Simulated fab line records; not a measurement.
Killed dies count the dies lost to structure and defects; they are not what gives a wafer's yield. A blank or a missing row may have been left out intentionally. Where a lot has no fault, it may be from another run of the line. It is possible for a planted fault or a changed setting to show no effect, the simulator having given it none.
Matching of chambers / flow nand_harc / 4 sister chambers for NHARC_A_STAIRCASE_ETCHBACK_157 on rie_diel-04
The step etches the open film in CH3F/O2, target depth 90 nm, time 167.14 s. 18 wafers are shown with their chamber, then 9 later ones without.

WAFERS PAIRED WITH THEIR CHAMBERS
wafer=L075.2; chamber=0; drypump_motor_current_A (A)=5.5; showerhead_plenum_p_Torr (Torr)=2.48; rf_vpp_V (V)=245.0
wafer=L075.3; chamber=3; drypump_motor_current_A (A)=6.2; showerhead_plenum_p_Torr (Torr)=2.62; rf_vpp_V (V)=246.8
wafer=L075.4; chamber=2; drypump_motor_current_A (A)=5.6; showerhead_plenum_p_Torr (Torr)=2.37; rf_vpp_V (V)=243.1
wafer=L076.1; chamber=0; drypump_motor_current_A (A)=5.5; showerhead_plenum_p_Torr (Torr)=2.47; rf_vpp_V (V)=243.2
wafer=L076.3; chamber=2; drypump_motor_current_A (A)=5.6; showerhead_plenum_p_Torr (Torr)=2.37; rf_vpp_V (V)=244.8
wafer=L076.4; chamber=3; drypump_motor_current_A (A)=6.2; showerhead_plenum_p_Torr (Torr)=2.62; rf_vpp_V (V)=246.3
wafer=L077.2; chamber=2; drypump_motor_current_A (A)=5.6; showerhead_plenum_p_Torr (Torr)=2.37; rf_vpp_V (V)=243.0
wafer=L077.5; chamber=3; drypump_motor_current_A (A)=6.2; showerhead_plenum_p_Torr (Torr)=2.62; rf_vpp_V (V)=245.4
wafer=L077.6; chamber=0; drypump_motor_current_A (A)=5.5; showerhead_plenum_p_Torr (Torr)=2.47; rf_vpp_V (V)=245.9
wafer=L086.1; chamber=1; drypump_motor_current_A (A)=6.1; showerhead_plenum_p_Torr (Torr)=2.34; rf_vpp_V (V)=241.5
wafer=L086.2; chamber=0; drypump_motor_current_A (A)=5.5; showerhead_plenum_p_Torr (Torr)=2.46; rf_vpp_V (V)=244.9
wafer=L086.5; chamber=3; drypump_motor_current_A (A)=6.2; showerhead_plenum_p_Torr (Torr)=2.62; rf_vpp_V (V)=245.6
wafer=L087.3; chamber=2; drypump_motor_current_A (A)=5.6; showerhead_plenum_p_Torr (Torr)=2.36; rf_vpp_V (V)=242.0
wafer=L087.5; chamber=2; drypump_motor_current_A (A)=5.5; showerhead_plenum_p_Torr (Torr)=2.36; rf_vpp_V (V)=244.1
wafer=L087.6; chamber=3; drypump_motor_current_A (A)=6.2; showerhead_plenum_p_Torr (Torr)=2.61; rf_vpp_V (V)=245.0
wafer=L089.1; chamber=2; drypump_motor_current_A (A)=5.6; showerhead_plenum_p_Torr (Torr)=2.36; rf_vpp_V (V)=244.3
wafer=L089.4; chamber=1; drypump_motor_current_A (A)=6.1; showerhead_plenum_p_Torr (Torr)=2.33; rf_vpp_V (V)=241.3
wafer=L089.6; chamber=1; drypump_motor_current_A (A)=6.1; showerhead_plenum_p_Torr (Torr)=2.33; rf_vpp_V (V)=242.0

SIGNATURES (means of the wafers above)
reading=drypump_motor_current_A; chamber 0=5.500; chamber 1=6.100; chamber 2=5.583; chamber 3=6.200; scatter within a chamber=0.0244
reading=showerhead_plenum_p_Torr; chamber 0=2.4700; chamber 1=2.3333; chamber 2=2.3650; chamber 3=2.6180; scatter within a chamber=0.00596
reading=rf_vpp_V; chamber 0=244.750; chamber 1=241.600; chamber 2=243.550; chamber 3=245.820; scatter within a chamber=0.906
Rule: for each reading, subtract the chamber's mean from the wafer's reading, divide by that reading's scatter and square the result; add these up over the readings and take the root, which gives the wafer's distance from the chamber. The wafer belongs to the nearest chamber; if the next one is less than 2 further off, it can't be placed. The scatter is the square root of a quotient: the sum, over the shown wafers, of each reading's squared deviation from its chamber's mean, divided by wafers minus chambers.

WAFERS WITH NO CHAMBER GIVEN
wafer=L091.2; drypump_motor_current_A (A)=5.6; showerhead_plenum_p_Torr (Torr)=2.36; rf_vpp_V (V)=243.5
wafer=L091.5; drypump_motor_current_A (A)=5.6; showerhead_plenum_p_Torr (Torr)=2.35; rf_vpp_V (V)=242.8
wafer=L091.6; drypump_motor_current_A (A)=6.1; showerhead_plenum_p_Torr (Torr)=2.33; rf_vpp_V (V)=242.3
wafer=L094.1; drypump_motor_current_A (A)=5.5; showerhead_plenum_p_Torr (Torr)=2.35; rf_vpp_V (V)=241.0
wafer=L094.5; drypump_motor_current_A (A)=5.5; showerhead_plenum_p_Torr (Torr)=2.45; rf_vpp_V (V)=244.3
wafer=L094.6; drypump_motor_current_A (A)=6.2; showerhead_plenum_p_Torr (Torr)=2.61; rf_vpp_V (V)=246.4
wafer=L095.1; drypump_motor_current_A (A)=5.6; showerhead_plenum_p_Torr (Torr)=2.35; rf_vpp_V (V)=242.4
wafer=L095.2; drypump_motor_current_A (A)=5.5; showerhead_plenum_p_Torr (Torr)=2.45; rf_vpp_V (V)=245.0
wafer=L095.3; drypump_motor_current_A (A)=6.1; showerhead_plenum_p_Torr (Torr)=2.33; rf_vpp_V (V)=241.6

WHICH CHAMBER EACH ONE RAN IN
wafer=L091.2; from the rows above=2; in truth=2
wafer=L091.5; from the rows above=2; in truth=2
wafer=L091.6; from the rows above=1; in truth=1
wafer=L094.1; from the rows above=2; in truth=2
wafer=L094.5; from the rows above=0; in truth=0
wafer=L094.6; from the rows above=3; in truth=3
wafer=L095.1; from the rows above=2; in truth=2
wafer=L095.2; from the rows above=0; in truth=0
wafer=L095.3; from the rows above=1; in truth=1
9 of 9 placed correctly. Number that these rows cannot place: 0. Number placed wrongly: 0.
